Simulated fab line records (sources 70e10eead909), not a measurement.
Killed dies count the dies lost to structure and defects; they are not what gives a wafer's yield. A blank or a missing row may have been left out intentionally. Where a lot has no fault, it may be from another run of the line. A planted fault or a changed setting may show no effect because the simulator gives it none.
A struck lot beside a sound one / flow nand-harc / 14 out of 1159 route steps
Sound: wafers L133.2, L133.3, L133.6. Wafers L143.3, L143.5, L143.6 were the ones struck. Last of all comes the cause.
Order at every step that has rows: each side's tool, ch and its chambers, its first start. Under that, the readings that differ: sound wafers / struck wafers / difference of the means / sigmas: that difference in standard deviations of wafers without a fault.
alike: a reading whose means differ by less than 2 such deviations, as well as words and numbers matching on both sides. not compared: withheld readings; readings where some wafer has no value; bounds like >300 that might hide an equal value; numbers whose values overlap and for which the record gives no deviation.
The two part at a step that has a row with sigmas, a row that says differs or no value, or rows on one side only. When numbers do not overlap yet have no deviation, they are printed without sigmas and do not part them. A reading missing from all wafers of one side parts the sides only when that side holds two or more wafers.

NHARC_P_CONTACT_CD_MEAS_19:
  sound: cd-sem-02 at day 5 18:37; struck: cd-sem-01 at day 8 04:02
  alike: cd-nm
NHARC_P_CONTACT_STRIP_28: strips in O2.
  sound on rie-diel-06 ch 2,3, day 5 18:42; struck on rie-diel-06 ch 2,3, day 8 04:06
  alike: drypump-motor-current-A, oes-product-au, rf-vpp-V, showerhead-plenum-p-Torr, throttle-valve-pct
  not compared: rf-hours-counter-h
then, 1 step without rows for these wafers: NHARC_P_CONTACT_STRIP_29 (strips in post etch residue remover, time 1200 s).
NHARC_P_CONTACT_DEGAS_38: time 60 s.
  sound: pvd-sputter-02 at day 5 19:23; struck: pvd-sputter-03 at day 8 04:44
  alike: heater-power-w
then, 1 step without rows for these wafers: NHARC_P_CONTACT_PRE_CLEAN_39 (time 19.5 s).
NHARC_P_CONTACT_PVD_32: deposits Ti, target thk 5 nm, time 17.7 s.
  sound on pvd-sputter-02; struck on pvd-sputter-03
  alike: throttle-valve-pct
then, 1 step without rows for these wafers: NHARC_P_CONTACT_ALD_22 (deposits TiN, target thk 3 nm, pulse time 1 s, ald cycles 150).
NHARC_P_CONTACT_CVD_23: deposits W, target thk 200 nm, time 557 s.
  sound: cvd-w-02 ch 0,1; struck: cvd-w-01 ch 0,1
  alike: heater-power-w, throttle-valve-pct
NHARC_P_CONTACT_CMP_24: polishes, t overpolish 30 s, target thk 200 nm.
  sound on cmp-03 ch 1,2, day 6 09:04; struck on cmp-02 ch 0,2,3, day 8 11:08
  alike: motor-current-A, overpolish-run-s, slurry-flow-ml-min, time-to-endpoint-s
then, 1 step without rows for these wafers: NHARC_P_CONTACT_SRD_26.
NHARC_P_CONTACT_INSPECT_27:
  sound: defect-inspect-01 at day 6 09:28; struck: defect-inspect-02 at day 8 11:30
  alike: raw-defect-count
NHARC_P_M0_DEP_00: deposits SiOC, target thk 150 nm.
  sound on pecvd-04 ch 1,2, day 6 09:32; struck on pecvd-01 ch 0,1,2, day 8 12:32
then, 1 step without rows for these wafers: NHARC_P_M0_DEHYDRATE_01 (time 120 s).
-- break in the record here, with 13 days between the starts of the struck wafers on either side (left off in module P_M0, picked up again in module END, where the first step shown is number 1159 on the route) --
NHARC_END_SORT_01:
  here the record holds rows for the struck wafers (prober-01 ch 0, day 21 19:59) but none for the sound ones

WHERE THEY PART
Only at NHARC_END_SORT_01, as far as this record shows.

WHY: what had been put in by the simulator
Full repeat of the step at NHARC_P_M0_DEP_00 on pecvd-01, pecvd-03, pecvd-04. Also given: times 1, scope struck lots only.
